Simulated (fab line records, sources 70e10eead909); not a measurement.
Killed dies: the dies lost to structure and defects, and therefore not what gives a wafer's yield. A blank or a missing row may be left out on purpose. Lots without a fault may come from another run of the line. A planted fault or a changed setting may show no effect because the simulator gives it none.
Which tool is to blame? -- flow nand_harc -- Sampling: 7 lots, 21 wafers, 3 of 1302 route steps

== WHAT THE GAUGES READ, wafer by wafer ==
NHARC_A_CONTACT_CD_MEAS_69: the cd target is 300 nm.
lot,measured,on,cd_nm (nm)
L195,day 22 18:43,cd_sem-02,299.9 300.1 300.1
L197,day 24 03:36,cd_sem-03,299.7 300.5 300.1
L201,day 25 14:39,cd_sem-01,- - -
L204,day 27 08:10,cd_sem-03,300.5 300.2 299.7
L209,day 29 03:31,cd_sem-02,299.7 299.6 299.7
L210,day 29 21:08,cd_sem-01,299.5 299.5 300.1
L214,day 31 07:42,cd_sem-01,299.6 299.4 299.4

== EACH LOT AND THE TOOL THAT RAN IT (in order: tool; ch and the chambers of the sampled wafers; start) ==
lot,NHARC_A_CONTACT_ETCH_90,NHARC_A_CONTACT_EXPOSE_66
L195,"rie_diel-03 ch 1,2, day 22 13:45","arfi_scanner-03 ch 0, day 22 18:35"
L197,"rie_diel-03 ch 0,2,3, day 23 18:13","arfi_scanner-01 ch 0, day 24 03:28"
L201,"rie_diel-03 ch 0,1,2, day 25 07:19","arfi_scanner-02, day 25 14:31"
L204,"rie_diel-03 ch 1,2,3, day 27 03:02","arfi_scanner-03 ch 0, day 27 08:02"
L209,"rie_diel-03 ch 0,1,3, day 28 22:22","arfi_scanner-02 ch 0, day 29 03:23"
L210,"rie_diel-03 ch 0,1, day 29 15:02","arfi_scanner-02 ch 0, day 29 21:00"
L214,"rie_diel-04 ch 0,1,2, day 31 00:57","arfi_scanner-02 ch 0, day 31 07:34"
- NHARC_A_CONTACT_ETCH_90: etches the open film in CH3F/O2, target depth 40 nm, time 85.7 s.
- NHARC_A_CONTACT_EXPOSE_66: exposes mask A CC 2.

== THE ANSWER, worked out from the rows above alone ==
Rule: the lots themselves supply what counts as usual. Put in order of their means at a reading, lots are off if they are a third of the lots or fewer, leave a main group of 4 or more, and stand apart from it by a gap of 3 or more times the standard deviation of the main group's means; of several such gaps the widest counts. Not used: any main group whose means are identical at the precision the tables above print for the reading. A lot without any number at a reading at which 4 lots or more have one is off too. The other lots that the step has rows for count as sound.
Off: L201 (NHARC_A_CONTACT_CD_MEAS_69, cd_nm). Without a number there: L201. For the main group the mean is 299.9 nm and the standard deviation 0.25.
A tool fits if, at a process step before that reading, it ran every lot that is off, and no sound lot after the first of them. Those tools and the gauges at NHARC_A_CONTACT_CD_MEAS_69 are tried in the same way. Not one of the candidates tried fits.

== WHAT THE SIMULATOR PUT IN ==
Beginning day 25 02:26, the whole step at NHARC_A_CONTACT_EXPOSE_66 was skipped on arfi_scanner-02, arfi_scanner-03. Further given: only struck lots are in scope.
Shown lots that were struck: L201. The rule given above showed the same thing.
